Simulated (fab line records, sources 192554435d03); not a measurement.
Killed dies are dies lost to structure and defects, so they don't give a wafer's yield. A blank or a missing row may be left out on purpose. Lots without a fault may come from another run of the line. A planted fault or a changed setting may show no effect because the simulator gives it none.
Which tool did it? | flow n5_finfet | 24 lots, 72 wafers sampled, at 4 steps of a route of 1938

WHAT THE GAUGES READ, wafer by wafer
N5_BEOL_M4_OVL_MEAS_29. Usual: V3_OVL 0.1 nm, standard deviation 0.58.
lot  | measured     | on         | V3_OVL (nm)    | flag
L074 | day 7 05:22  | overlay-01 | 1.1 0.0 1.5    |
L075 | day 7 17:05  | overlay-01 | 0.4 0.9 0.4    |
L076 | day 8 12:49  | overlay-02 | -1.1 -0.2 -0.3 |
L077 | day 8 20:19  | overlay-02 | -0.2 0.0 0.3   |
L078 | day 9 03:23  | overlay-01 | -0.6 0.2 -0.2  |
L080 | day 9 09:44  | overlay-01 | -0.6 -0.2 -0.8 |
L079 | day 9 09:56  | overlay-02 | 0.3 1.0 -0.9   |
L082 | day 9 14:31  | overlay-01 | -0.3 0.5 0.0   |
L081 | day 9 23:46  | overlay-02 | 0.6 1.0 0.2    |
L085 | day 10 05:04 | overlay-01 | -0.2 -0.6 0.2  |
L083 | day 10 09:46 | overlay-01 | 0.1 -1.2 -0.6  |
L084 | day 10 17:19 | overlay-02 | 0.7 1.3 0.7    |
L086 | day 10 19:58 | overlay-02 | -0.6 -0.1 0.3  |
L088 | day 11 00:05 | overlay-01 | 0.6 0.3 -0.2   |
L087 | day 11 04:52 | overlay-01 | 0.0 -0.3 0.1   |
L089 | day 11 08:17 | overlay-02 | 1.0 -0.3 -0.2  |
L090 | day 12 03:50 | overlay-02 | 0.0 0.0 -0.2   |
L091 | day 12 05:29 | overlay-02 | 0.6 0.4 0.0    |
L093 | day 12 08:22 | overlay-02 | -0.4 -1.0 0.1  |
L092 | day 12 10:32 | overlay-02 | 0.5 1.3 0.1    |
L094 | day 12 13:33 | overlay-02 | 0.7 0.5 0.6    |
L095 | day 13 20:35 | overlay-02 | -1.1 -0.2 -0.2 |
L096 | day 13 20:48 | overlay-02 | 0.0 0.5 0.1    |
L097 | day 13 22:01 | overlay-02 | -0.2 -0.8 0.2  |

WHICH TOOL RAN EACH LOT (tool, then ch and the chambers of the sampled wafers, then the start)
lot  | N5_BEOL_M3_SPUTTER_96        | N5_BEOL_M3_CO_CAP_55             | N5_BEOL_M4_DESCUM_16
L074 | pvd_sputter-01, day 7 02:22  | cvd_co-02 ch 1,2, day 7 03:14    | rie_diel-06 ch 1,3, day 7 04:29
L075 | pvd_sputter-03, day 7 13:34  | cvd_co-02 ch 1,2, day 7 14:26    | rie_diel-06 ch 1,2, day 7 16:01
L076 | pvd_sputter-03, day 8 09:52  | cvd_co-01 ch 0,1,2, day 8 10:44  | rie_diel-06 ch 0,1,2, day 8 11:49
L077 | pvd_sputter-03, day 8 16:24  | cvd_co-02 ch 0,1,2, day 8 17:16  | rie_diel-06 ch 0,3, day 8 19:31
L078 | pvd_sputter-02, day 8 22:18  | cvd_co-01 ch 0,1, day 8 23:11    | rie_diel-01 ch 0,1,2, day 9 02:37
L080 | pvd_sputter-03, day 9 06:18  | cvd_co-02 ch 0,2, day 9 07:10    | rie_diel-01 ch 0,1,2, day 9 08:56
L079 | pvd_sputter-01, day 9 06:32  | cvd_co-02 ch 0,2, day 9 07:24    | rie_diel-05 ch 0,1, day 9 09:09
L082 | pvd_sputter-02, day 9 11:14  | cvd_co-02 ch 0,1,2, day 9 12:08  | rie_diel-05 ch 0,1,3, day 9 13:36
L081 | pvd_sputter-01, day 9 19:19  | cvd_co-01 ch 0,1,2, day 9 20:12  | rie_diel-06 ch 0,2,3, day 9 22:58
L085 | pvd_sputter-01, day 10 00:54 | cvd_co-01 ch 0,1,2, day 10 01:52 | rie_diel-06 ch 1,3, day 10 04:16
L083 | pvd_sputter-03, day 10 06:43 | cvd_co-02 ch 0,1,2, day 10 07:50 | rie_diel-06 ch 1,2,3, day 10 08:54
L084 | pvd_sputter-01, day 10 12:25 | cvd_co-02 ch 0,2, day 10 13:31   | rie_diel-06 ch 1,3, day 10 16:31
L086 | pvd_sputter-02, day 10 16:51 | cvd_co-01 ch 0,1,2, day 10 17:43 | rie_diel-06 ch 1,2,3, day 10 19:04
L088 | pvd_sputter-01, day 10 20:50 | cvd_co-02 ch 0,1, day 10 21:43   | rie_diel-01 ch 1,2,3, day 10 23:11
L087 | pvd_sputter-01, day 11 01:01 | cvd_co-02 ch 0,1, day 11 01:52   | rie_diel-01 ch 1,2,3, day 11 03:53
L089 | pvd_sputter-03, day 11 05:30 | cvd_co-02 ch 0,1,2, day 11 06:24 | rie_diel-01 ch 2,3, day 11 07:26
L090 | pvd_sputter-03, day 12 00:00 | cvd_co-02 ch 0,2, day 12 00:52   | rie_diel-06 ch 0,1,2, day 12 03:02
L091 | pvd_sputter-01, day 12 01:53 | cvd_co-01 ch 0,1,2, day 12 02:44 | rie_diel-01 ch 0,2,3, day 12 04:37
L093 | pvd_sputter-01, day 12 03:43 | cvd_co-02 ch 0,1, day 12 04:44   | rie_diel-01 ch 1,2,3, day 12 07:31
L092 | pvd_sputter-03, day 12 06:53 | cvd_co-01 ch 0,2, day 12 07:46   | rie_diel-05 ch 0,1,2, day 12 09:38
L094 | pvd_sputter-01, day 12 10:35 | cvd_co-01 ch 0,1, day 12 11:27   | rie_diel-06 ch 2,3, day 12 12:46
L095 | pvd_sputter-03, day 13 15:28 | cvd_co-02 ch 0,2, day 13 16:49   | rie_diel-01 ch 1,2,3, day 13 19:40
L096 | pvd_sputter-01, day 13 16:40 | cvd_co-02 ch 0,1,2, day 13 18:01 | rie_diel-06 ch 0,3, day 13 19:54
L097 | pvd_sputter-02, day 13 18:47 | cvd_co-01 ch 0,2, day 13 19:40   | rie_diel-06 ch 0,1,2, day 13 21:10
- N5_BEOL_M3_SPUTTER_96: material Cu, target thk 4.5 nm, time 8.29 s.
- N5_BEOL_M3_CO_CAP_55: material Co, precursor CCTBA/H2, target thk 2 nm, time 102.1 s.
- N5_BEOL_M4_DESCUM_16: chemistry O2, time 7 s.

WHAT THE TOOLS THEMSELVES READ (means of the sampled wafers that have a number; where no wafer has one, the mark that the record gives instead)
N5_BEOL_M3_SPUTTER_96. Usual: chamber_pressure_pa 0.07 Pa, standard deviation 0.00013; substrate_temp_c -20.01 C, standard deviation 0.11; throttle_valve_pct 30.3 %, standard deviation 0.95.
lot  | tool           | chamber_pressure_pa (Pa) | substrate_temp_c (C) | throttle_valve_pct (%) | flag
L074 | pvd_sputter-01 | 0.07                     | -20.09               | 30.1                   |
L075 | pvd_sputter-03 | 0.07                     | -20.07               | 30.1                   |
L076 | pvd_sputter-03 | 0.07                     | -20.06               | 30.0                   |
L077 | pvd_sputter-03 | 0.07                     | -19.99               | 30.8                   |
L078 | pvd_sputter-02 | 0.07                     | -20.05               | 29.4                   |
L080 | pvd_sputter-03 | 0.07                     | -20.07               | 30.1                   |
L079 | pvd_sputter-01 | 0.07                     | -20.01               | 30.0                   |
L082 | pvd_sputter-02 | 0.07                     | -20.02               | 28.3                   |
L081 | pvd_sputter-01 | 0.07                     | -19.97               | 30.9                   |
L085 | pvd_sputter-01 | 0.07                     | -20.14               | 31.8                   |
L083 | pvd_sputter-03 | 0.07                     | -19.84               | 30.2                   |
L084 | pvd_sputter-01 | 0.07                     | -19.92               | 30.5                   |
L086 | pvd_sputter-02 | 0.07                     | -19.88               | 28.5                   |
L088 | pvd_sputter-01 | 0.07                     | -19.98               | 30.3                   |
L087 | pvd_sputter-01 | 0.07                     | -19.91               | 30.5                   |
L089 | pvd_sputter-03 | 0.07                     | -19.99               | 30.1                   |
L090 | pvd_sputter-03 | 0.07                     | -20.10               | 30.1                   |
L091 | pvd_sputter-01 | 0.07                     | -19.89               | 30.6                   |
L093 | pvd_sputter-01 | 0.07                     | -19.91               | 30.5                   |
L092 | pvd_sputter-03 | 0.07                     | -20.19               | 30.3                   |
L094 | pvd_sputter-01 | 0.07                     | -20.05               | 30.8                   |
L095 | pvd_sputter-03 | 0.07                     | -19.96               | 30.1                   |
L096 | pvd_sputter-01 | 0.07                     | -20.00               | 30.5                   |
L097 | pvd_sputter-02 | 0.07                     | -19.98               | 28.8                   |

N5_BEOL_M3_CO_CAP_55. Usual: heater_power_w 241 W, standard deviation 19.
lot  | tool      | heater_power_w (W) | flag
L074 | cvd_co-02 | 251                |
L075 | cvd_co-02 | 257                |
L076 | cvd_co-01 | 219                |
L077 | cvd_co-02 | 255                |
L078 | cvd_co-01 | 222                |
L080 | cvd_co-02 | 242                |
L079 | cvd_co-02 | 249                |
L082 | cvd_co-02 | 254                |
L081 | cvd_co-01 | 221                |
L085 | cvd_co-01 | 219                |
L083 | cvd_co-02 | 253                |
L084 | cvd_co-02 | 246                |
L086 | cvd_co-01 | 221                |
L088 | cvd_co-02 | 260                |
L087 | cvd_co-02 | 258                |
L089 | cvd_co-02 | 252                |
L090 | cvd_co-02 | 251                |
L091 | cvd_co-01 | 221                |
L093 | cvd_co-02 | 262                |
L092 | cvd_co-01 | 213                |
L094 | cvd_co-01 | 215                |
L095 | cvd_co-02 | 244                |
L096 | cvd_co-02 | 255                |
L097 | cvd_co-01 | 216                |

N5_BEOL_M4_DESCUM_16. Usual: drypump_motor_current_A 5.6 A, standard deviation 0.64; o2_flow_sccm 225.0 sccm, standard deviation 0.78; oes_product_au 0.80 a.u., standard deviation 0.098; rf_vpp_V 242.9 V, standard deviation 1.5; showerhead_plenum_p_Torr 2.07 Torr, standard deviation 0.08; throttle_valve_pct 20.41 %, standard deviation 0.29.
lot  | tool        | drypump_motor_current_A (A) | o2_flow_sccm (sccm) | oes_product_au (a.u.) | rf_vpp_V (V) | showerhead_plenum_p_Torr (Torr) | throttle_valve_pct (%) | flag
L074 | rie_diel-06 | 5.1                         | 224.7               | 0.75                  | 241.6        | 2.01                            | 20.72                  |
L075 | rie_diel-06 | 5.4                         | 225.3               | 0.74                  | 241.4        | 2.00                            | 20.67                  |
L076 | rie_diel-06 | 5.7                         | 225.2               | 0.73                  | 242.6        | 2.03                            | 20.54                  |
L077 | rie_diel-06 | 5.5                         | 225.3               | 0.71                  | 242.1        | 2.01                            | 20.50                  |
L078 | rie_diel-01 | 5.5                         | 225.2               | 0.80                  | 243.4        | 2.07                            | 20.29                  |
L080 | rie_diel-01 | 5.5                         | 224.6               | 0.79                  | 243.3        | 2.07                            | 20.29                  |
L079 | rie_diel-05 | 5.9                         | 224.8               | 0.76                  | 242.3        | 2.06                            | 20.42                  |
L082 | rie_diel-05 | 6.0                         | 225.3               | 0.76                  | 242.9        | 2.08                            | 20.46                  |
L081 | rie_diel-06 | 5.9                         | 224.1               | 0.81                  | 242.3        | 2.09                            | 20.34                  |
L085 | rie_diel-06 | 5.1                         | 225.3               | 0.72                  | 242.4        | 2.00                            | 20.76                  |
L083 | rie_diel-06 | 5.7                         | 225.0               | 0.80                  | 242.5        | 2.07                            | 20.50                  |
L084 | rie_diel-06 | 5.3                         | 224.6               | 0.70                  | 241.4        | 1.98                            | 20.66                  |
L086 | rie_diel-06 | 5.7                         | 224.6               | 0.80                  | 243.5        | 2.07                            | 20.50                  |
L088 | rie_diel-01 | 5.6                         | 225.0               | 0.82                  | 243.7        | 2.07                            | 20.14                  |
L087 | rie_diel-01 | 5.6                         | 225.2               | 0.82                  | 242.5        | 2.07                            | 20.16                  |
L089 | rie_diel-01 | 6.0                         | 224.6               | 0.85                  | 243.2        | 2.09                            | 20.05                  |
L090 | rie_diel-06 | 5.7                         | 224.8               | 0.82                  | 242.7        | 2.10                            | 20.47                  |
L091 | rie_diel-01 | 5.5                         | 224.5               | 0.84                  | 243.4        | 2.06                            | 20.28                  |
L093 | rie_diel-01 | 5.6                         | 224.6               | 0.81                  | 243.8        | 2.07                            | 20.16                  |
L092 | rie_diel-05 | 5.8                         | 225.3               | 0.91                  | 243.4        | 2.08                            | 20.12                  |
L094 | rie_diel-06 | 6.2                         | 225.5               | 0.94                  | 244.9        | 2.22                            | 20.19                  |
L095 | rie_diel-01 | 5.6                         | 225.1               | 0.79                  | 243.0        | 2.07                            | 20.18                  |
L096 | rie_diel-06 | 5.5                         | 224.7               | 0.85                  | 244.7        | 2.17                            | 20.40                  |
L097 | rie_diel-06 | 5.7                         | 225.0               | 0.79                  | 243.0        | 2.10                            | 20.50                  |

THE ANSWER, worked out from the rows above alone
Rule: a lot is off if the mean of its wafers that have a number lies more than 3 standard deviations from the usual mean. A lot without any number at a reading at which 4 lots or more have one is off too. The other lots that the step has rows for count as sound. The gauges are gone through in route order, then the tools' own readings, and for those a lot's mean is taken as printed above. The first step at which some lot is off is used, and at that step the reading that is off furthest; a lot without a number counts as furthest.
No lot is off at any reading shown: from this, nothing can be told.

WHAT THE SIMULATOR HAD PUT IN
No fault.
